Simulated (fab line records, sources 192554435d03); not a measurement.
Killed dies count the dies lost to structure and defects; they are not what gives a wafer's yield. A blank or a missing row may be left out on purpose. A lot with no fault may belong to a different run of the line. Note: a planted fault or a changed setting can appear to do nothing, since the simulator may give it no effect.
Matching of chambers / flow n5Finfet / aldSin-03 running N5_BEOL_M0_SAQP_SPACER2_ALD_26: 4 sister chambers
The step deposits SiO2, target thk 15 nm, pulse time 1 s, purge time 2 s. 4 wafers are shown with their chamber, then 8 later ones without.

## WAFERS PAIRED WITH THEIR CHAMBERS
wafer=L087.6; chamber=3; heaterPowerW (W)=450
wafer=L090.1; chamber=1; heaterPowerW (W)=413
wafer=L090.2; chamber=0; heaterPowerW (W)=515
wafer=L093.1; chamber=2; heaterPowerW (W)=433

## WAFERS WITHOUT THEIR CHAMBER
wafer=L093.3; heaterPowerW (W)=527
wafer=L093.4; heaterPowerW (W)=462
wafer=L095.2; heaterPowerW (W)=412
wafer=L095.4; heaterPowerW (W)=455
wafer=L095.5; heaterPowerW (W)=441
wafer=L094.1; heaterPowerW (W)=467
wafer=L094.3; heaterPowerW (W)=416
wafer=L094.6; heaterPowerW (W)=518

## EACH ONE'S CHAMBER
wafer=L093.3; from the rows above=0; in truth=0
wafer=L093.4; from the rows above=can't be placed: 3 or 2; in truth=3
wafer=L095.2; from the rows above=1; in truth=1
wafer=L095.4; from the rows above=can't be placed: 3 or 2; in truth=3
wafer=L095.5; from the rows above=can't be placed: 2 or 3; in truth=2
wafer=L094.1; from the rows above=can't be placed: 3 or 2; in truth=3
wafer=L094.3; from the rows above=can't be placed: 1 or 2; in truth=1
wafer=L094.6; from the rows above=0; in truth=0
3 of 8 placed correctly. Cannot be placed on the basis of these rows: 5; the candidates contain the true chamber in 5. 0 placed wrongly.
How it was worked out, from the rows above alone: a wafer's distance from a chamber is the root of the sum, over the readings, of the square of ((its reading less the chamber's mean) divided by the reading's scatter). The wafer belongs to the nearest chamber; if the next one is less than 2 further off, it can't be placed. For every chamber, the mean is computed from those of its wafers that are shown. The scatter (one wafer shown for each chamber): square how far every hidden wafer sits from the nearest shown wafer, average those squares and take the square root.
